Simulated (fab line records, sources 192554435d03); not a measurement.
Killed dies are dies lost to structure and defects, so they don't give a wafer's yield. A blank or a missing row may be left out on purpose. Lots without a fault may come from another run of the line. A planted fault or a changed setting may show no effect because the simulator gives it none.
A struck lot beside a sound one | flow n5_finfet | 15 steps out of a route of 1938
Sound: wafers L383.2, L383.5, L383.6. Struck: wafers L393.4, L393.5, L393.6. The cause comes at the end.
At each step with rows: each side's tool, then ch and its chambers, then its first start. Under that, the readings that differ: sound wafers | struck wafers | difference of the means | sigmas: that difference in standard deviations of wafers without a fault.
alike: readings whose means differ by less than 2 such deviations, and words and numbers that are the same on both sides. not compared: withheld readings, readings that some wafer has no value for, bounds like >300 that may hide the same value, and numbers for which the record gives no deviation and whose values overlap.
The two part at a step that has a row with sigmas, a row that says differs or no value, or rows on one side only. Numbers that don't overlap but have no deviation are shown without sigmas and don't part them. A reading that every wafer of one side lacks parts them only if that side has two wafers or more.

first, 1 step without rows for these wafers: N5_HKMG_FIN_COAT_66 (time 60 s, resist thk 300 nm).
N5_HKMG_FIN_ETCH_67: etches SOC in N2/H2, stops on TiN, target depth 388.9 nm.
  sound on rie_diel-04 ch 1,2,3, day 5 12:20; struck on rie_diel-02 ch 1,2, day 8 00:11
  alike: drypump_motor_current_A, oes_product_au, rf_vpp_V, showerhead_plenum_p_Torr, throttle_valve_pct
  not compared: rf_hours_counter_h
then, 3 steps without rows for these wafers: N5_HKMG_FIN_STRIP_90 (strips SOC in N2/H2, time 20 s); N5_HKMG_FIN_WET_ETCH_73 (etches the open film in SC1, time 42.3 s, target depth 1.3 nm, rinse time 30 s); N5_HKMG_FIN_ETCHBACK_68 (etches the open film in Cl2/Ar, stops on HfO2, target depth 0.5 nm).
N5_HKMG_FIN_STRIP_69: strips in N2/H2, time 360 s.
  sound on plasma_asher-01 ch 0,1, day 5 12:43; struck on plasma_asher-01 ch 0,1, day 8 00:40
  alike: drypump_motor_current_A, heater_power_w
  not compared: rf_hours_counter_h
N5_HKMG_FIN_ALD_21: deposits TiN, target thk 1.5 nm, pulse time 1 s, purge time 3 s.
  sound on ald_metal-02 ch 0,1,2, day 5 13:11; struck on ald_metal-04 ch 0,1, day 8 00:56
  alike: heater_power_w, precursor_pulse_height_rel
N5_HKMG_FIN_ALD_72: deposits W, target thk 2 nm, pulse time 1 s, purge time 2 s.
  sound on cvd_w-01 ch 0,1, day 5 13:33; struck on cvd_w-02 ch 0,1, day 8 01:19
  alike: heater_power_w, precursor_pulse_height_rel
N5_HKMG_FIN_W_FILL_22: material W, target thk 60 nm, time 18.2 s.
  sound on cvd_w-01 ch 0,1, day 5 13:37; struck on cvd_w-02 ch 0,1, day 8 01:22
  alike: heater_power_w, throttle_valve_pct
then, 3 steps without rows for these wafers: N5_HKMG_FIN_PRECLEAN_83 (cleans in DIW, time 57.5 s); N5_HKMG_FIN_SRD_84 (dry time 32 s); N5_HKMG_FIN_CMP_23 (polishes, stops on SiNx, t overpolish 10 s, target thk 46.326 nm).
N5_HKMG_FIN_CMP_94: polishes, stops on SiNx, t overpolish 4.7 s, target thk 43.299 nm.
  sound on cmp-02 ch 0,3, day 5 14:14; struck on cmp-01 ch 0,1,3, day 8 02:02
  reading                 | sound             | struck            | difference | sigmas
  head_pressure_psi (psi) | 3.996 3.999 4.008 | 2.959 2.958 2.947 | -1.046     | -99 or more
  alike: motor_current_A, slurry_filter_dp_kPa
  not compared: pad_life_wafers
-- the record jumps here: 9 days lie between the struck wafers' starts before and after (it left off in module HKMG_FIN and takes up again in module BEOL_M4, whose first step shown is number 1111 of the route) --
N5_BEOL_M4_RC_MEAS_101:
  sound on prober-01 ch 0, day 11 10:23; struck on prober-01 ch 0, day 17 07:47
  alike: DIBL_N, DIBL_P, IOFF_N, IOFF_P, ION_N, ION_P, SS_N, SS_P, VT_N, VT_P
-- the record jumps here: 5 days lie between the struck wafers' starts before and after (it left off in module BEOL_M4 and takes up again in module PASSIVATION, whose first step shown is number 1936 of the route) --
N5_PASSIVATION_PROBE_49:
  sound on prober-02, day 15 13:06; struck on prober-01, day 22 01:23
  alike: defect_limited_yield, killed_at_M0_to_M3, killed_at_M4_up, killed_at_contacts, killed_at_front_end, killed_at_other, killed_dies, killed_on_rim, killed_open, killed_short, sort_bin_5_function, sort_bin_6_memory, sort_n_pass, sort_yield_pct

WHERE THEY PART
Only at N5_HKMG_FIN_CMP_94, within this record. Later steps at which nothing parts them and some readings are alike: N5_BEOL_M4_RC_MEAS_101, N5_PASSIVATION_PROBE_49.

WHY: what the simulator had put in
Process parameter drift: cmp-01, from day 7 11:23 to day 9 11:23, at N5_HKMG_FIN_CMP_94. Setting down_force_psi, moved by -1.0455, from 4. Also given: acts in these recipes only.
